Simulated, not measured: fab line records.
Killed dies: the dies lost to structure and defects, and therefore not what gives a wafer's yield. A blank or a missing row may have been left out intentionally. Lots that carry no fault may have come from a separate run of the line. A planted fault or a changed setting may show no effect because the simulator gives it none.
Chamber matching / flow nand harc / cmp-02 running NHARC_A_WL_FILL_CMP_12: 4 sister chambers
The step polishes, t overpolish 30 s, target thk 75 nm. 4 wafers are shown with their chamber, then 9 later ones without.

WAFERS WITH THEIR CHAMBER
wafer=L088.1; chamber=2; time to endpoint s (s)=13.8
wafer=L090.1; chamber=1; time to endpoint s (s)=15.4
wafer=L090.3; chamber=0; time to endpoint s (s)=15.5
wafer=L090.6; chamber=3; time to endpoint s (s)=10.4

WAFERS WITH NO CHAMBER GIVEN
wafer=L091.4; time to endpoint s (s)=16.8
wafer=L091.5; time to endpoint s (s)=10.3
wafer=L091.6; time to endpoint s (s)=16.5
wafer=L093.2; time to endpoint s (s)=15.8
wafer=L093.3; time to endpoint s (s)=14.4
wafer=L093.6; time to endpoint s (s)=12.2
wafer=L094.2; time to endpoint s (s)=14.1
wafer=L094.4; time to endpoint s (s)=17.2
wafer=L094.5; time to endpoint s (s)=15.5

EACH ONE'S CHAMBER
wafer=L091.4; from the rows above=can't be placed: 0 or 1 or 2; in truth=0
wafer=L091.5; from the rows above=3; in truth=3
wafer=L091.6; from the rows above=can't be placed: 0 or 1 or 2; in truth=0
wafer=L093.2; from the rows above=can't be placed: 0 or 1 or 2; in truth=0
wafer=L093.3; from the rows above=can't be placed: 2 or 1 or 0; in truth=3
wafer=L093.6; from the rows above=can't be placed: 2 or 3 or 1 or 0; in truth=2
wafer=L094.2; from the rows above=can't be placed: 2 or 1 or 0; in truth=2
wafer=L094.4; from the rows above=can't be placed: 0 or 1 or 2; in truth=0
wafer=L094.5; from the rows above=can't be placed: 0 or 1 or 2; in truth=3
1 of 9 placed correctly. Cannot be placed on the basis of these rows: 8; the candidates contain the true chamber in 6. Wrongly placed: 0.
How it was worked out, from the rows above alone: a wafer's distance from a chamber is the root of the sum, over the readings, of the square of ((its reading less the chamber's mean) divided by the reading's scatter). If the next closest chamber is less than 2 further off than the closest, the wafer can't be placed; otherwise it belongs to the closest. The mean given for a chamber averages the wafers shown for that chamber. The scatter (one wafer shown for each chamber): square how far every hidden wafer sits from the nearest shown wafer, average those squares and take the square root.
